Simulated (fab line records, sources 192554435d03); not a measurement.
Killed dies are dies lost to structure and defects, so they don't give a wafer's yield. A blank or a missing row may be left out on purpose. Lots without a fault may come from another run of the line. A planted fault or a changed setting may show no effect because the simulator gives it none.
Which tool did it? | flow n5_finfet | 11 lots, 32 wafers sampled, at 2 steps of a route of 1938

WHAT THE GAUGES READ, wafer by wafer
N5_BEOL_M8_RS_MEAS_57: measures by four-point-probe.
lot  | measured     | on            | M8_RS (ohm/sq)
L481 | day 12 08:07 | film_metro-01 | 0.285 0.283 0.270
L482 | day 12 15:12 | film_metro-01 | 0.297 0.279 0.289
L484 | day 12 20:47 | film_metro-01 | 0.300 0.302 0.284
L485 | day 13 09:30 | film_metro-01 | 0.288 0.290 0.299
L487 | day 14 05:23 | film_metro-02 | 0.292 0.298
L488 | day 14 22:20 | film_metro-01 | 0.283 0.270 0.283
L493 | day 15 08:32 | film_metro-02 | 0.280 0.281 0.282
L492 | day 17 07:02 | film_metro-02 | 0.279 0.267 0.281
L498 | day 17 17:55 | film_metro-02 | 0.289 0.291 0.279
L503 | day 18 04:01 | film_metro-02 | 0.271 0.294 0.284
L502 | day 18 06:05 | film_metro-02 | 0.279 0.296 0.280

WHICH TOOL RAN EACH LOT (tool, then ch and the chambers of the sampled wafers, then the start)
lot  | N5_BEOL_M8_DEP_56
L481 | pecvd-04 ch 0,1, day 12 08:03
L482 | pecvd-03 ch 0,2, day 12 15:08
L484 | pecvd-03 ch 0,1,2, day 12 20:43
L485 | pecvd-04 ch 0,1,2, day 13 09:27
L487 | pecvd-03 ch 0,2, day 14 05:19
L488 | pecvd-01 ch 0,1,2, day 14 22:16
L493 | pecvd-01 ch 0,1,2, day 15 08:28
L492 | pecvd-01 ch 0,1,2, day 17 06:58
L498 | pecvd-04 ch 0,2, day 17 17:50
L503 | pecvd-04 ch 0,1,2, day 18 03:56
L502 | pecvd-01 ch 0,1,2, day 18 06:01
- N5_BEOL_M8_DEP_56: deposits SiCN from 3MS/NH3, target thk 10 nm, time 17.5 s.

THE ANSWER, worked out from the rows above alone
Rule: what is usual is taken from the lots themselves. Put in order of their means at a reading, lots are off if they are a third of the lots or fewer, leave a main group of 4 or more, and stand apart from it by a gap of 3 or more times the standard deviation of the main group's means; of several such gaps the widest counts. A main group whose means are all the same, to the digits that the tables above print for the reading, isn't used. A lot without any number at a reading at which 4 lots or more have one is off too. The other lots that the step has rows for count as sound.
No lot is off at any reading shown: from this, nothing can be told.

WHAT THE SIMULATOR HAD PUT IN
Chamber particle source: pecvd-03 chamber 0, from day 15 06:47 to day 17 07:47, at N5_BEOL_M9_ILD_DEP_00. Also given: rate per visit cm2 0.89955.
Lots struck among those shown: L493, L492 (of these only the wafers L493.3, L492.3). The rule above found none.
